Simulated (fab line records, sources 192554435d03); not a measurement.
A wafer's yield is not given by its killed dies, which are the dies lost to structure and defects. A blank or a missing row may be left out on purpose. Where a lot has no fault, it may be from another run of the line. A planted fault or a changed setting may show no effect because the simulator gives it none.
Matching of chambers :: flow n5Finfet :: 4 sister chambers for N5_BEOL_M10_VIA_ETCH_34 on rieDiel-02
The step etches SiCOH lowk in C4F6/O2, target depth 184.5 nm, time 69.2 s. 4 wafers are shown with their chamber, then 8 later ones without.

## EACH WAFER AND ITS CHAMBER
wafer: L240.2
chamber: 1
showerheadPlenumPTorr (Torr): 3.01

wafer: L240.4
chamber: 3
showerheadPlenumPTorr (Torr): 2.83

wafer: L240.6
chamber: 0
showerheadPlenumPTorr (Torr): 2.67

wafer: L241.1
chamber: 2
showerheadPlenumPTorr (Torr): 2.78

## WAFERS MISSING THEIR CHAMBER
wafer: L241.2
showerheadPlenumPTorr (Torr): 2.67

wafer: L241.3
showerheadPlenumPTorr (Torr): 3.01

wafer: L243.1
showerheadPlenumPTorr (Torr): 2.83

wafer: L243.5
showerheadPlenumPTorr (Torr): 3.01

wafer: L243.6
showerheadPlenumPTorr (Torr): 2.78

wafer: L244.3
showerheadPlenumPTorr (Torr): 2.67

wafer: L244.4
showerheadPlenumPTorr (Torr): 3.01

wafer: L244.5
showerheadPlenumPTorr (Torr): 2.77

## WHICH CHAMBER EACH WENT THROUGH
wafer: L241.2
from the rows above: 0
in truth: 0

wafer: L241.3
from the rows above: 1
in truth: 1

wafer: L243.1
from the rows above: 3
in truth: 3

wafer: L243.5
from the rows above: 1
in truth: 1

wafer: L243.6
from the rows above: 2
in truth: 2

wafer: L244.3
from the rows above: 0
in truth: 0

wafer: L244.4
from the rows above: 1
in truth: 1

wafer: L244.5
from the rows above: 2
in truth: 2
8 of 8 placed correctly. From these rows, 0 cannot be placed. Wrongly placed: 0.
How it was worked out, from the rows above alone: a wafer's distance from a chamber is the root of the sum, over the readings, of the square of ((its reading less the chamber's mean) divided by the reading's scatter). The wafer belongs to the nearest chamber; if the next one is less than 2 further off, it can't be placed. The mean given for a chamber averages the wafers shown for that chamber. The scatter (one wafer shown for each chamber): square how far every hidden wafer sits from the nearest shown wafer, average those squares and take the square root.
